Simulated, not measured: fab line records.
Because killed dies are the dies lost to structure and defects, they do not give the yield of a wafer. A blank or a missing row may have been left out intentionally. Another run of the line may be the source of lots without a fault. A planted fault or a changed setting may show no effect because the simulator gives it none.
Struck lot and sound lot, side by side :: flow n5 finfet :: 41 out of 1938 route steps
Sound: wafers L166.1, L166.4, L166.5. Struck: wafers L175.3, L175.5 (left out: L175.1, a lot-mate that was not struck); the cause follows at the end.
Per side, at each step with rows, come the tool, then ch with its chambers, and then its first start. Under that, the readings that differ: sound wafers :: struck wafers :: difference of the means :: sigmas: that difference in standard deviations of wafers without a fault.
alike: words and numbers the same on both sides, and readings whose means are apart by under 2 such deviations; not compared: readings that were withheld, readings missing a value for some wafer, numbers with overlapping values and no deviation given by the record, and bounds like >300 which may hide the same value.
The two part at a step that has a row with sigmas, a row that says differs or no value, or rows on one side only. Numbers that have no deviation but don't overlap get no sigmas and don't part them. A reading missing from all wafers of one side parts the sides only when that side holds two or more wafers.

first, 1 step without rows for these wafers: N5_BEOL_M2_STRIP_97 (strips in N2/H2, time 10 s).
N5_BEOL_M2_OCD_MEAS_38:
  sound on ocd-02 at day 7 21:50; struck on ocd-01 at day 10 08:19
  alike: trench depth nm
then, 4 steps without rows for these wafers: N5_BEOL_M2_HM_STRIP_39 (strips TiN in peroxide tin strip, target depth 25 nm, time 158 s); N5_BEOL_M2_SRD_40 (time 30 s); N5_BEOL_M2_PRECLEAN_42 (cleans in residue remover, time 60 s); N5_BEOL_M2_SRD_43 (time 30 s).
N5_BEOL_M2_CD_MEAS_35: target cd 18 nm, target cd y 22.2 nm.
  sound on cd sem-02 at day 7 21:59; struck on cd sem-01 at day 10 08:28
  alike: cd nm
then, 5 steps without rows for these wafers: N5_BEOL_M2_DEGAS_44 (time 60 s); N5_BEOL_M2_PRE_CLEAN_45 (time 30 s); N5_BEOL_M2_ALD_84 (deposits TaN, pulse time 2 s, purge time 3 s, co reactant purge time 2 s); N5_BEOL_M2_SURFACE_TREAT_85; N5_BEOL_M2_CVD_47 (deposits Co from CCTBA/H2, target thk 3 nm, time 223.8 s).
N5_BEOL_M2_SPUTTER_48: material Cu, target thk 4.5 nm, time 8.29 s.
  sound on pvd sputter-01 at day 7 22:48; struck on pvd sputter-02 at day 10 11:09
  alike: throttle valve pct
then, 1 step without rows for these wafers: N5_BEOL_M2_ANNEAL_49 (time 240 s).
N5_BEOL_M2_SPUTTER_79: material Cu, target thk 4.5 nm, time 8.29 s.
  sound on pvd sputter-01 at day 7 23:01; struck on pvd sputter-02 at day 10 11:22
  alike: throttle valve pct
then, 6 steps without rows for these wafers: N5_BEOL_M2_ANNEAL_80 (time 240 s); N5_BEOL_M2_SPUTTER_81 (material Cu, target thk 4.5 nm, time 8.29 s); N5_BEOL_M2_ANNEAL_82 (time 240 s); N5_BEOL_M2_SPUTTER_86 (material Cu, target thk 4.5 nm, time 8.29 s); N5_BEOL_M2_ANNEAL_87 (time 240 s); N5_BEOL_M2_SPUTTER_88 (material Cu, target thk 4.5 nm, time 8.29 s).
N5_BEOL_M2_ANNEAL_89: time 240 s.
  sound on pvd sputter-01 at day 7 23:46; struck on pvd sputter-02 at day 10 12:07
  alike: heater power w
then, 1 step without rows for these wafers: N5_BEOL_M2_SPUTTER_90 (material Cu, target thk 4.5 nm, time 8.29 s).
N5_BEOL_M2_ANNEAL_91: time 240 s.
  sound on pvd sputter-01 at day 7 23:59; struck on pvd sputter-02 at day 10 12:20
  alike: heater power w
then, 3 steps without rows for these wafers: N5_BEOL_M2_SPUTTER_92 (material Cu, target thk 4.5 nm, time 8.29 s); N5_BEOL_M2_ANNEAL_93 (time 240 s); N5_BEOL_M2_SPUTTER_94 (material Cu, target thk 4.5 nm, time 8.29 s).
N5_BEOL_M2_ANNEAL_95: time 240 s.
  sound on pvd sputter-01 at day 8 00:25; struck on pvd sputter-02 at day 10 12:46
  alike: heater power w
then, 2 steps without rows for these wafers: N5_BEOL_M2_SPUTTER_96 (material Cu, target thk 4.5 nm, time 8.29 s); N5_BEOL_M2_ECD_50 (material Cu, target thk 300 nm).
N5_BEOL_M2_ANNEAL_51: time 90 s.
  sound on rtp anneal-01 ch 0, day 8 00:45; struck on rtp anneal-01 ch 0, day 10 13:32
  alike: anneal temp c, wafer_temp_C_max
then, 5 steps without rows for these wafers: N5_BEOL_M2_CMP_52 (polishes, stops on SiOC, t overpolish 6.8 s, target thk 40 nm); N5_BEOL_M2_PRE_CLEAN_60 (time 15 s); N5_BEOL_M2_CO_CAP_55 (material Co, precursor CCTBA/H2, target thk 2 nm, time 102.1 s); N5_BEOL_M2_PRE_CLEAN_56 (time 15 s); N5_BEOL_M2_DEP_57 (deposits SiCN from 3MS/NH3, target thk 8 nm, time 14 s).
N5_BEOL_M2_RS_MEAS_58: a four-point-probe measurement.
  sound on film metro-02 at day 8 01:37; struck on film metro-01 at day 10 14:26
  alike: M2_RS
then, 1 step without rows for these wafers: N5_BEOL_M3_ILD_DEP_00 (deposits SiOC from DEMS/O2, target thk 79 nm, time 15.3 s).
N5_BEOL_M3_THK_MEAS_01:
  sound on film metro-01 at day 8 01:44; struck on film metro-01 at day 10 14:35
  alike: M3_ILD_THK
then, 1 step without rows for these wafers: N5_BEOL_M3_PECVD_72 (deposits SiO2 from TEOS/O2, target thk 16 nm, time 18 s).
-- a jump in the record: the struck wafers' starts before and after are 5 days apart (it breaks off in module BEOL_M3 and resumes in module PASSIVATION, where the first step shown is number 1936 of the route) --
N5_PASSIVATION_PROBE_49:
  sound on prober-01 at day 14 01:23; struck on prober-02 at day 16 01:34
reading: defect limited yield (%)
sound: 94.0 91.6 91.0
struck: 82.4 82.9
difference: -9.5
sigmas: -6

reading: killed_at_M0_to_M3
sound: 33 30 46
struck: 152 146
difference: +113
sigmas: +10

reading: killed dies
sound: 71 99 106
struck: 208 202
difference: +113
sigmas: +6

reading: killed on rim
sound: 6 12 13
struck: 24 28
difference: +16
sigmas: +4

reading: sort_bin_5_function (%)
sound: 3.4 5.3 5.8
struck: 9.7 9.5
difference: +4.8
sigmas: +5

reading: sort n pass
sound: 1109 1081 1074
struck: 972 978
difference: -113
sigmas: -6

reading: sort yield pct (%)
sound: 94.0 91.6 91.0
struck: 82.4 82.9
difference: -9.5
sigmas: -6
  alike: killed_at_M4_up, killed at contacts, killed at front end, killed at other, killed open, killed short, sort_bin_6_memory

== WHERE THEY PART ==
N5_PASSIVATION_PROBE_49 only, going by this record.

WHY: what the simulator had put in
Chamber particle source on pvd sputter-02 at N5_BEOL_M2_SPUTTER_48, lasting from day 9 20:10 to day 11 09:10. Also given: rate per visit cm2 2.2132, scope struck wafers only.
